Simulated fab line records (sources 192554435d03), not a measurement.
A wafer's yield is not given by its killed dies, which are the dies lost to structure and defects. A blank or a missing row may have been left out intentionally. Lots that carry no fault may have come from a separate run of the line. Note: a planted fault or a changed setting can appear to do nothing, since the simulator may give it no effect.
What tool caused it? -- flow n5Finfet -- Sampling: 11 lots, 33 wafers, 5 of 1938 route steps

WHAT THE GAUGES READ, wafer by wafer
N5_BEOL_M0_SAQP_CD_MEAS_25 targets a cd of 13.1 nm.
lot,measured,on,cdNm (nm)
L075,day 5 20:16,cdSem-03,13.14 12.72 13.17
L077,day 6 04:19,cdSem-01,12.89 12.81 12.74
L079,day 7 03:38,cdSem-01,13.00 12.95 13.00
L081,day 7 12:42,cdSem-01,12.55 13.11 13.14
L083,day 7 18:24,cdSem-02,12.84 12.69 12.81
L086,day 8 11:29,cdSem-01,12.75 12.49 13.21
L088,day 9 05:41,cdSem-02,13.11 12.97 12.71
L091,day 9 16:43,cdSem-03,13.31 13.09 13.08
L093,day 10 07:59,cdSem-01,12.76 12.88 13.42
L095,day 11 01:40,cdSem-02,12.64 12.61 12.78
L097,day 11 08:28,cdSem-02,12.51 13.11 12.71

WHAT TOOL EACH LOT RAN ON (gives the tool, then ch and the chambers of the sampled wafers, and finally the start)
lot,N5_MOL_CONTACT_COAG_ALD_133,N5_MOL_CONTACT_COAG_ETCHBACK_134,N5_MOL_CONTACT_COAG_ETCH_124,N5_BEOL_M0_SAQP_ETCH_84
L075,"aldSin-01 ch 0,2, day 5 13:01","rieDiel-04 ch 0,1, day 5 13:13","rieDiel-04 ch 0,1, day 5 13:23","rieDiel-05 ch 1,3, day 5 18:48"
L077,"aldSin-01 ch 0,3, day 5 20:32","rieDiel-06 ch 0,2,3, day 5 20:47","rieDiel-06 ch 0,2,3, day 5 20:58","rieDiel-02 ch 0,2,3, day 6 02:35"
L079,"aldSin-04 ch 0,2,3, day 6 18:15","rieDiel-06 ch 0,1,3, day 6 18:26","rieDiel-06 ch 0,1,3, day 6 18:37","rieDiel-02 ch 0,1, day 7 02:10"
L081,"aldSin-04 ch 1,2,3, day 7 04:41","rieDiel-06 ch 1,3, day 7 04:55","rieDiel-06 ch 1,3, day 7 05:06","rieDiel-02 ch 0,2,3, day 7 11:14"
L083,"aldSin-04 ch 1,3, day 7 10:34","rieDiel-04 ch 2,3, day 7 10:44","rieDiel-04 ch 2,3, day 7 10:56","rieDiel-02 ch 0,1,3, day 7 16:44"
L086,"aldSin-02 ch 1,3, day 8 03:59","rieDiel-01 ch 0,2, day 8 04:10","rieDiel-01 ch 0,2, day 8 04:21","rieDiel-05 ch 1,2,3, day 8 09:59"
L088,"aldSin-01 ch 0,2, day 8 20:35","rieDiel-06 ch 2,3, day 8 20:53","rieDiel-06 ch 2,3, day 8 21:04","rieDiel-05 ch 0,2, day 9 03:47"
L091,"aldSin-02 ch 0,2,3, day 9 08:25","rieDiel-06 ch 0,2, day 9 08:35","rieDiel-06 ch 0,2, day 9 08:46","rieDiel-02 ch 1,2,3, day 9 15:08"
L093,"aldSin-04 ch 0,1, day 9 22:40","rieDiel-06 ch 0,1,2, day 9 22:51","rieDiel-06 ch 0,1,2, day 9 23:02","rieDiel-02 ch 0,1, day 10 05:28"
L095,"aldSin-01 ch 0,2,3, day 10 16:22","rieDiel-01 ch 0,2,3, day 10 16:35","rieDiel-01 ch 0,2,3, day 10 16:47","rieDiel-03 ch 1,2,3, day 10 23:42"
L097,"aldSin-01 ch 0,1,3, day 10 21:14","rieDiel-01 ch 0,2, day 10 21:25","rieDiel-01 ch 0,2, day 10 21:35","rieDiel-03 ch 0,1,3, day 11 06:25"
- N5_MOL_CONTACT_COAG_ALD_133: deposits SiO2, target thk 5 nm, pulse time 1 s, co reactant pulse time 1 s.
- N5_MOL_CONTACT_COAG_ETCHBACK_134: etches SiO2 in CHF3, target depth 10 nm, time 6.7 s.
- N5_MOL_CONTACT_COAG_ETCH_124: etches SiNx in CH3F/O2, stops on SiOC, target depth 6.5 nm.
- N5_BEOL_M0_SAQP_ETCH_84: etches SOC in N2/H2, target depth 100 nm, overetch 20 nm, time 150 s.

THE ANSWER, worked out from the rows above alone
Rule: the usual values come from the lots themselves. Put in order of their means at a reading, lots are off if they are a third of the lots or fewer, leave a main group of 4 or more, and stand apart from it by a gap of 3 or more times the standard deviation of the main group's means; of several such gaps the widest counts. If all means in a main group match to the digits the tables above print for the reading, that group is not used. Also off: a lot with no number at a reading for which 4 or more lots have one. Any other lot the step has rows for is counted as sound.
Nothing can be told from this: no lot is off at any reading shown.

WHAT WAS PUT IN BY THE SIMULATOR
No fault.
